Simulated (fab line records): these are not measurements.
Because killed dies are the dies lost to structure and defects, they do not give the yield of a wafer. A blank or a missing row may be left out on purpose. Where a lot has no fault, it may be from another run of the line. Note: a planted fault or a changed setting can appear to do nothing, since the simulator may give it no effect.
Code-filled problem report in 8D (eight disciplines) form || flow n5_finfet || the parts of the form that need people (team, actions taken, sign-off) are left out

1. THE PROBLEM
Mean of run_length_s at N5_BEOL_M11_ETCH_41: 128.6 s across 3 wafers in 2 lots; on wafers with no fault it is 109.5 s (standard deviation 0.42). Relative to the usual mean, that is a shift of +46 standard deviations.
The step: etches SiCN in CH3F/O2, target depth 42.6 nm, time 86 s.
Seen first at day 15 14:14 on rie_diel-03, wafer L456.6. The record holds 18 wafers of 6 lots with a number at this step. Rule for "out" (also "out of limits"): further than 4 standard deviations from the usual mean. The rest of the wafers with a number are treated as sound.

2. WHAT IT IS; WHAT IT IS NOT
{"question": "which readings at this step", "is": "run_length_s", "is not": "drypump_motor_current_A, oes_product_au, showerhead_plenum_p_Torr, throttle_valve_pct"}
{"question": "which lots", "is": "L456, L457", "is not": "L438, L439, L443, L458"}
{"question": "which wafers of those lots", "is": "L456.6, L457.1, L457.6", "is not": "L456.2, L456.5, L457.5"}
{"question": "read on which tools", "is": "rie_diel-03", "is not": "rie_diel-01, rie_diel-04"}
{"question": "when", "is": "from day 15 14:14", "is not": "up to then (11 sound wafers); but 4 sound wafers of L457, L458 came after"}

3. WHAT RULES OUT EACH SUSPECT
Counting: if a tool at a process step up to the reading ran every lot that is out, it stays a suspect. Sound lots after the first of them don't rule it out here, since some wafers of a struck lot are sound.
- rie_diel-03 at N5_BEOL_M11_DESCUM_33 (chemistry O2, time 7.9 s): kept. It processed each lot that is out (first: L456, day 15 13:53); up to then, its last sound lot is L439 (day 11 20:02).
- rie_diel-03 at N5_BEOL_M11_ETCH_65 (etches SiARC in CF4, target depth 39 nm, time 65 s): kept. It processed each lot that is out (first: L456, day 15 13:56); up to then, its last sound lot is L439 (day 11 20:04).
- rie_diel-03 at N5_BEOL_M11_VIA_ETCH_34 (etches SiCOH lowk in C4F6/O2, target depth 184.5 nm, time 69.2 s): kept. It processed each lot that is out (first: L456, day 15 14:06); up to then, its last sound lot is L439 (day 11 20:14).
- rie_diel-03 at N5_BEOL_M11_STRIP_36 (strips in N2/H2): kept. It processed each lot that is out (first: L456, day 15 14:10); up to then, its last sound lot is L439 (day 11 20:18).
- rie_diel-03 at N5_BEOL_M11_ETCH_41 (etches SiCN in CH3F/O2, target depth 42.6 nm, time 86 s): kept. It processed each lot that is out (first: L456, day 15 14:14); up to then, its last sound lot is L439 (day 11 20:23). Its own run_length_s readings are out on those wafers.
Left after counting: rie_diel-03 at N5_BEOL_M11_DESCUM_33, rie_diel-03 at N5_BEOL_M11_ETCH_65, rie_diel-03 at N5_BEOL_M11_VIA_ETCH_34, rie_diel-03 at N5_BEOL_M11_STRIP_36, rie_diel-03 at N5_BEOL_M11_ETCH_41.

4. THE CAUSE (what the simulator had put in)
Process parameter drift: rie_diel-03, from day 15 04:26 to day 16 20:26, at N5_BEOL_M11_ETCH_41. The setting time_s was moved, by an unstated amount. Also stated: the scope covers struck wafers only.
5 suspects survive the count, and this tool is in that group.

5. THE CHAIN OF EFFECTS, in route order
Each row: a reading whose mean over the struck wafers that have a number lies more than 3 standard deviations from the usual. Readings are gone through only where the record gives a usual standard deviation; hours: the median, over the lots, of the time from a lot's start at the first step in this table giving one to that lot's start at this step; sigmas: the change measured in usual standard deviations.
{"hours": 0, "step": "N5_BEOL_M11_ETCH_41", "reading": "run_length_s", "usual": "109.5 s", "on struck wafers": 128.6, "change": "+19.1", "sigmas": "+46"}
Its process steps:
- N5_BEOL_M11_ETCH_41: etches SiCN in CH3F/O2, target depth 42.6 nm, time 86 s.

6. HOW IT WOULD HAVE BEEN CAUGHT EARLIER
10 hours passed between the start of the fault at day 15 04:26 and the first reading out of limits in this record, taken at day 15 14:14.
